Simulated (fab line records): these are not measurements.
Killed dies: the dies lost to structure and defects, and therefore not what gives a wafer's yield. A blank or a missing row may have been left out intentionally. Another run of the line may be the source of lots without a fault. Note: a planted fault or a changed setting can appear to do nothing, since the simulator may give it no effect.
fab line records    flow nandHarc    part 2 of 2: steps 5 to 6 of 6
[record] lots = 24  wafers = 72  lastDay = 24
route steps=1159 shown P_GATE@149 P_M0@268 P_M2@329
lots that met no fault: taken from a fault-free run of the same line
startH: the number of hours between the record's first day and the start of the first shown wafer of the lot    waitH: hours from the lot's prior step to this one    " the same as in the row above    L1.1+2: one row covering several wafers at once    - value missing, or start not given    * or withheld: withheld    < > ~ a bound
route shown NAME@n: a module of which the file shows steps, and the number in the route of the first    usual: the fault-free wafers' mean and standard deviation    same: alike in all rows    chamber/n: place in a boat    sites: each site's reading    _std_site: the standard deviation of these    _edge_site: the outer-site mean with the inner-site mean subtracted    radiusMm: for every site, how far away it sits from the centre of the wafer    mask NAME#n: copy n    behind: tool/chamber where the wafer was last shaped    hold: why the lot went on hold/how many hours it stayed there/how the hold came to an end    device: the n, p or np transistor that did not switch    end of line: tests of these same wafers at the route's end    for a step that has no rows: nothing shown but its recipe    killed: dies that structure and defects cost at the first sort, which is not the same as the wafer's yield    map: a wafer's dies, marking killed ones x, the rest . and places with no die _
set.NAME: the run value of the setting; set.NAME@STEP: its run value at that earlier step    model.NAME: the simulator's own value behind a step, which no gauge read
steps of the route over a sample of lots; a table a step, a row a wafer
services: the hour from which a tool's chamber was out of use, counted from the record's first day as startH (under 0 if before that day), plus the number of hours and why
[[steps]]
[step NHARC_P_M2_ETCH_35]
[recipe] targetDepthA = 400  overetchA = 120  timeS = 43.94  ionEnergyEv = 200  n2FlowSccm = 150  h2FlowSccm = 150  arFlowSccm = 0  rfW = 400  biasW = 150  chemistry = N2/H2
[usual] biasW = 150.0/0.44  drypumpMotorCurrentA = 5.8/0.43  oesProductAu = 0.996/0.01  rfVppV = 430/3  showerheadPlenumPTorr = 2.01/0.1  throttleValvePct = 14.173/0.0087
lot.wafer  tool        chamber  startH  waitH  biasW  drypumpMotorCurrentA  oesProductAu  rfHoursCounterH  rfVppV  showerheadPlenumPTorr  throttleValvePct
L074.2     rieDiel-01  1        127.66  0.1    149.3  6.2                   0.992         6                426     1.92                   14.165
L074.4     "           2        "       "      149.1  6.1                   0.991         6                425     1.90                   14.179
L074.6     "           2        "       "      149.0  6.1                   0.993         -                427     1.90                   14.185
L076.4     rieDiel-01  2        130.41  0.1    149.9  6.2                   0.989         6                426     1.90                   14.184
L076.5     "           0        "       "      149.9  5.3                   0.989         -                428     1.92                   14.157
L076.6     "           1        "       "      150.3  6.3                   0.990         -                428     1.92                   14.163
L075.2     rieDiel-01  1        135.06  0.1    149.6  6.3                   0.995         6                428     1.92                   14.173
L075.1     "           3        "       "      150.3  5.6                   0.996         6                435     2.16                   14.172
L075.6     "           0        "       "      150.8  5.3                   0.990         -                429     1.92                   14.172
L078.2     rieDiel-01  2        148.35  0.1    150.0  6.1                   0.988         0                426     1.90                   14.184
L078.4     "           1        "       "      151.0  6.2                   0.994         0                428     1.92                   14.165
L078.5     "           3        "       "      150.6  5.6                   0.994         -                435     2.16                   14.167
L077.3     rieDiel-01  3        150.21  0.1    150.0  5.6                   0.984         0                433     2.16                   14.182
L077.1     "           1        "       "      149.5  6.2                   1.004         0                428     1.92                   14.168
L077.5     "           2        "       "      149.6  6.1                   0.986         -                428     1.90                   14.189
L079.4     rieDiel-01  0        158.25  0.1    150.0  5.3                   0.994         0                427     1.92                   14.186
L079.6     "           3        "       "      149.2  5.5                   0.999         -                435     2.16                   14.175
L079.5     "           0        "       "      150.0  5.3                   0.991         -                428     1.92                   14.166
L080.4     rieDiel-01  0        158.99  0.1    150.9  5.3                   0.991         1                428     1.92                   14.169
L080.5     "           0        "       "      150.4  5.3                   0.998         -                429     1.92                   14.164
L080.6     "           1        "       "      150.1  6.3                   0.997         -                430     1.92                   14.181
L081.3     rieDiel-13  2        168.42  0.1    150.3  6.1                   1.022         10               433     2.11                   14.173
L081.1     "           1        "       "      149.6  6.1                   0.996         10               430     2.03                   14.164
L081.6     "           2        "       "      150.1  6.1                   1.013         -                433     2.11                   14.161
L082.2     rieDiel-09  0        169.56  0.1    150.0  5.5                   1.006         33               433     2.16                   14.181
L082.1     "           3        "       "      149.9  5.7                   0.994         36               428     1.98                   14.183
L082.4     "           0        "       "      150.0  5.5                   1.000         -                435     2.16                   14.173
L084.1     rieDiel-01  0        182.45  0.1    150.0  5.3                   0.995         1                428     1.92                   14.179
L084.3     "           1        "       "      149.5  6.3                   0.990         1                427     1.92                   14.177
L084.2     "           2        "       "      150.5  6.1                   0.987         1                427     1.90                   14.167
L083.1     rieDiel-13  1        183.11  0.1    149.8  6.1                   0.981         12               430     2.03                   14.170
L083.2     "           2        "       "      149.8  6.2                   0.997         13               433     2.11                   14.173
L083.3     "           3        "       "      149.4  5.1                   0.995         13               431     2.00                   14.186
L085.1     rieDiel-01  1        189.66  0.1    150.2  6.3                   0.993         1                427     1.92                   14.167
L085.2     "           2        "       "      149.3  6.1                   0.997         1                427     1.90                   14.174
L085.5     "           0        "       "      150.3  5.3                   1.006         -                429     1.92                   14.166
L086.3     rieDiel-01  0        201.51  0.1    149.9  5.3                   0.993         2                428     1.92                   14.174
L086.4     "           1        "       "      149.6  6.3                   0.998         2                429     1.92                   14.176
L086.5     "           1        "       "      150.6  6.2                   0.989         -                426     1.92                   14.167
L087.2     rieDiel-13  3        202.45  0.1    150.6  5.1                   0.991         19               429     2.00                   14.176
L087.1     "           2        "       "      149.6  6.1                   1.017         18               434     2.11                   14.159
L087.6     "           0        "       "      150.6  5.5                   1.023         -                433     2.06                   14.178
L088.1     rieDiel-09  2        220.15  0.1    150.7  5.4                   0.999         54               431     2.07                   14.185
L088.5     "           0        "       "      150.3  5.5                   0.999         -                432     2.15                   14.172
L088.6     "           1        "       "      149.9  6.7                   1.013         -                434     2.15                   14.170
L089.4     rieDiel-13  3        220.42  0.1    150.0  5.1                   0.992         20               430     2.00                   14.180
L089.1     "           1        "       "      149.4  6.1                   0.986         20               429     2.03                   14.168
L089.5     "           0        "       "      150.3  5.5                   1.008         -                431     2.06                   14.176
L090.1     rieDiel-13  0        222.48  0.1    149.7  5.6                   1.008         20               430     2.06                   14.163
L090.5     "           1        "       "      150.0  6.1                   0.978         -                428     2.03                   14.163
L090.6     "           2        "       "      150.1  6.1                   1.007         -                433     2.11                   14.178
L091.4     rieDiel-09  0        228.96  0.1    149.7  5.5                   1.005         56               433     2.15                   14.172
L091.1     "           3        "       "      149.9  5.8                   1.011         58               429     1.97                   14.160
L091.5     "           0        "       "      150.5  5.5                   1.010         -                434     2.15                   14.168
L092.1     rieDiel-01  2        235.59  0.1    150.1  6.1                   0.987         3                426     1.90                   14.172
L092.3     "           3        "       "      149.6  5.6                   0.991         3                434     2.16                   14.179
L092.5     "           0        "       "      150.1  5.3                   0.999         -                428     1.92                   14.172
L093.2     rieDiel-01  0        243.83  0.1    150.1  5.3                   1.003         3                425     1.92                   14.167
L093.3     "           0        "       "      150.2  5.3                   1.003         -                427     1.92                   14.188
L093.6     "           3        "       "      150.3  5.6                   0.984         -                434     2.16                   14.182
L094.2     rieDiel-13  0        244.98  0.1    149.6  5.6                   1.013         25               429     2.05                   14.179
L094.4     "           0        "       "      150.3  5.6                   1.010         -                432     2.05                   14.174
L094.5     "           1        "       "      150.0  6.1                   0.975         -                429     2.03                   14.167
L095.1     rieDiel-01  3        250.83  0.1    150.3  5.6                   0.977         4                433     2.16                   14.174
L095.4     "           1        "       "      149.8  6.3                   0.999         3                428     1.91                   14.171
L095.5     "           2        "       "      150.6  6.1                   0.983         -                426     1.90                   14.178
L097.1     rieDiel-01  0        254.92  0.1    149.6  5.3                   1.004         4                425     1.92                   14.159
L097.3     "           2        "       "      150.7  6.1                   0.969         4                426     1.90                   14.178
L097.2     "           3        "       "      150.4  5.6                   0.980         4                434     2.16                   14.189
L096.2     rieDiel-01  3        255.59  0.1    150.4  5.6                   0.990         4                434     2.16                   14.181
L096.4     "           0        "       "      150.0  5.3                   0.997         4                426     1.92                   14.147
L096.5     "           1        "       "      149.3  6.2                   0.991         -                428     1.92                   14.173
[step NHARC_P_M2_ANNEAL_31]
[recipe] tempC = 225  timeS = 90
[usual] wafer_temp_C_max = 226.29/0.26
lot.wafer  tool          chamber  startH  waitH  wafer_temp_C_max
L074.2     rtpAnneal-01  0        129.45  0.4    226.19
L074.4     "             0        "       "      225.95
L074.6     "             0        "       "      226.55
L076.4     rtpAnneal-01  0        132.23  0.4    226.25
L076.5     "             0        "       "      226.73
L076.6     "             0        "       "      226.41
L075.1     rtpAnneal-02  0        136.77  -      226.28
L075.2     "             0        "       "      226.20
L075.6     "             0        "       "      226.31
L078.2     rtpAnneal-02  0        150.11  -      226.10
L078.4     "             0        "       "      226.20
L078.5     "             0        "       "      226.37
L077.1     rtpAnneal-01  0        152.07  -      226.14
L077.3     "             0        "       "      226.22
L077.5     "             0        "       "      226.24
L079.4     rtpAnneal-01  0        160.08  -      226.18
L079.5     "             0        "       "      226.39
L079.6     "             0        "       "      226.42
L080.4     rtpAnneal-01  0        160.85  -      226.31
L080.5     "             0        "       "      226.33
L080.6     "             0        "       "      226.94
L081.1     rtpAnneal-02  0        170.10  -      225.94
L081.3     "             0        "       "      226.11
L081.6     "             0        "       "      226.36
L082.1     rtpAnneal-02  0        171.35  0.3    226.14
L082.2     "             0        "       "      226.45
L082.4     "             0        "       "      226.33
L084.1     rtpAnneal-02  0        184.12  0.3    226.74
L084.2     "             0        "       "      226.70
L084.3     "             0        "       "      226.15
L083.1     rtpAnneal-01  0        184.78  0.3    226.25
L083.2     "             0        "       "      226.70
L083.3     "             0        "       "      226.04
L085.1     rtpAnneal-02  0        191.34  0.3    226.31
L085.2     "             0        "       "      227.11
L085.5     "             0        "       "      226.52
L086.3     rtpAnneal-01  0        203.29  0.3    226.59
L086.4     "             0        "       "      226.17
L086.5     "             0        "       "      226.72
L087.1     rtpAnneal-02  0        204.15  -      226.21
L087.2     "             0        "       "      226.05
L087.6     "             0        "       "      225.98
L088.1     rtpAnneal-01  0        221.91  -      226.09
L088.5     "             0        "       "      226.34
L088.6     "             0        "       "      226.17
L089.1     rtpAnneal-01  0        222.25  0.4    226.60
L089.4     "             0        "       "      225.85
L089.5     "             0        "       "      226.31
L090.1     rtpAnneal-01  0        224.18  -      226.35
L090.5     "             0        "       "      226.03
L090.6     "             0        "       "      225.98
L091.1     rtpAnneal-02  0        230.65  0.3    226.01
L091.4     "             0        "       "      226.16
L091.5     "             0        "       "      226.33
L092.1     rtpAnneal-02  0        237.36  -      226.25
L092.3     "             0        "       "      226.05
L092.5     "             0        "       "      226.23
L093.2     rtpAnneal-01  0        246.25  -      226.07
L093.3     "             0        "       "      225.98
L093.6     "             0        "       "      225.94
L094.2     rtpAnneal-01  0        246.96  -      226.37
L094.4     "             0        "       "      225.86
L094.5     "             0        "       "      225.94
L095.1     rtpAnneal-01  0        252.77  0.5    226.61
L095.4     "             0        "       "      226.46
L095.5     "             0        "       "      226.54
L097.1     rtpAnneal-02  0        256.66  0.3    225.92
L097.2     "             0        "       "      225.86
L097.3     "             0        "       "      225.94
L096.2     rtpAnneal-01  0        257.34  0.3    226.10
L096.4     "             0        "       "      226.27
L096.5     "             0        "       "      226.77
[[services]]
tool        chamber  startH  hours  kind
rieDiel-09  -        77.10   9.0    pm
rieDiel-11  3        84.31   1.8    repair
rieDiel-08  3        90.47   8.0    repair
rieDiel-11  0        90.82   5.3    repair
rieDiel-13  -        99.00   9.0    pm
rieDiel-11  2        115.21  4.2    repair
rieDiel-11  -        116.17  0.1    repair
rieDiel-08  -        124.80  9.0    pm
rieDiel-09  2        129.31  2.8    repair
rieDiel-01  -        137.82  9.0    pm
rieDiel-08  0        148.47  21.4   repair
rieDiel-09  0        149.63  1.2    repair
rieSi-03    -        155.00  9.0    pm
rieDiel-01  -        163.42  0.8    repair
rieSi-06    -        183.00  9.0    pm
rieDiel-03  -        215.30  9.0    pm
rieDiel-01  1        234.49  16.3   repair
rieDiel-03  1        237.99  10.2   repair
rieDiel-01  2        238.04  8.0    repair
rieDiel-13  3        240.82  10.0   repair
rieDiel-03  0        240.92  4.2    repair
rieSi-03    0        248.01  9.7    repair
rieDiel-13  1        252.75  2.7    repair
rieSi-03    -        257.11  3.4    repair
